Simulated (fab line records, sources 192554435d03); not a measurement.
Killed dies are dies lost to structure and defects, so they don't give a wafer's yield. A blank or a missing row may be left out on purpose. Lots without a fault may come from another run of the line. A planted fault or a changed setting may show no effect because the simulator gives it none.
Split-lot experiment | flow n5_finfet | 7 lots, 39 wafers read, on a route of 1938 steps

THE SPLIT
At N5_FIN_SAQP_ETCH_34 (etches SiO2 in C4F6/O2, target depth 45 nm, time 15 s), the setting source_w was moved away from the recipe's 345 W on 15 of the 39 wafers read, by +6.7% to +16.1%. The other wafers ran this setting at the recipe's value.

The reading is taken at the split's own step.

THE READING
rf_vpp_V, in V, at N5_FIN_SAQP_ETCH_34 (etches SiO2 in C4F6/O2, target depth 45 nm, time 15 s). Fault-free wafers of this fab line usually give 667 V, standard deviation 12 V.

wafer  | tool, chamber at the split | source_w as run, W | against the recipe | rf_vpp_V, V | against lot-mates on the recipe
L078.1 | rie_diel-02, 0             | 345                | recipe             | 678         | -
L078.2 | rie_diel-02, 2             | 396.8              | +15.0%             | 628         | -43
L078.3 | rie_diel-02, 1             | 396.8              | +15.0%             | 618         | -53
L078.4 | rie_diel-02, 3             | 396.8              | +15.0%             | 600         | -71
L078.5 | rie_diel-02, 2             | 345                | recipe             | 673         | -
L078.6 | rie_diel-02, 1             | 345                | recipe             | 663         | -
L082.1 | rie_diel-01, 3             | 385.5              | +11.7%             | 618         | -54
L082.2 | rie_diel-01, 2             | 385.5              | +11.7%             | 624         | -48
L082.3 | rie_diel-01, 1             | 345                | recipe             | 677         | -
L082.4 | rie_diel-01, 0             | 345                | recipe             | 679         | -
L082.5 | rie_diel-01, 2             | 345                | recipe             | 660         | -
L082.6 | rie_diel-01, 1             | 385.5              | +11.7%             | 641         | -31
L083.1 | rie_diel-01, 2             | 345                | recipe             | 659         | -
L083.2 | rie_diel-01, 0             | 345                | recipe             | 680         | -
L083.3 | rie_diel-01, 1             | 345                | recipe             | 678         | -
L083.4 | rie_diel-01, 3             | 345                | recipe             | 654         | -
L083.5 | rie_diel-01, 2             | 345                | recipe             | 660         | -
L083.6 | rie_diel-01, 1             | 345                | recipe             | 677         | -
L087.1 | rie_diel-01, 2             | 345                | recipe             | 661         | -
L087.2 | rie_diel-01, 3             | 345                | recipe             | 652         | -
L087.3 | rie_diel-01, 0             | 368                | +6.7%              | 659         | -4
L087.4 | rie_diel-01, 1             | 368                | +6.7%              | 655         | -8
L087.5 | rie_diel-01, 1             | 345                | recipe             | 677         | -
L087.6 | rie_diel-01, 0             | 368                | +6.7%              | 658         | -5
L089.1 | rie_diel-02, 2             | 379.1              | +9.9%              | 641         | -28
L089.2 | rie_diel-02, 3             | 345                | recipe             | 656         | -
L089.3 | rie_diel-02, 0             | 345                | recipe             | 678         | -
L089.4 | rie_diel-02, 2             | 345                | recipe             | 673         | -
L089.5 | rie_diel-02, 3             | 379.1              | +9.9%              | 624         | -45
L089.6 | rie_diel-02, 0             | 379.1              | +9.9%              | 645         | -24
L090.1 | rie_diel-02, 3             | 345                | recipe             | 654         | -
L090.2 | rie_diel-02, 0             | 345                | recipe             | 678         | -
L090.3 | rie_diel-02, 1             | 400.4              | +16.1%             | 627         | -43
L090.4 | rie_diel-02, 2             | 400.4              | +16.1%             | 623         | -47
L090.5 | rie_diel-02, 1             | 400.4              | +16.1%             | 627         | -43
L090.6 | rie_diel-02, 0             | 345                | recipe             | 677         | -
L097.2 | rie_diel-01, 1             | 345                | recipe             | 677         | -
L097.5 | rie_diel-01, 3             | 345                | recipe             | 654         | -
L097.6 | rie_diel-01, 0             | 345                | recipe             | 680         | -

THE FIT
A straight line over all 39 wafers: rf_vpp_V changes by -3.15 V for each +1% of source_w; r = -0.88; the points scatter about the line by 10 V.
The same after taking each lot's own level away (the mean of its wafers on the recipe; 39 wafers): -3.24 V for each +1%; r = -0.88; scatter 11 V.
On that fit, the largest move of source_w shifts the reading by 52 V.
The lots' own levels span 663.3 to 672.0 V, that is 0.7 times the standard deviation above.
So the lot-to-lot level changes the slope little: the two slopes agree.
Check: with one of the wafers moved furthest among these (+16.1%) left out of the fit, the line predicts -52.4 V for it against its lot-mates. It came out at -42.7 V against them.
Tool readings at the split's step, against how far the setting was moved: rf_vpp_V r = -0.88.

THE FILE'S OWN FIT
rf_vpp_V changes by -3.18 V for each +1% of source_w, r = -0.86.
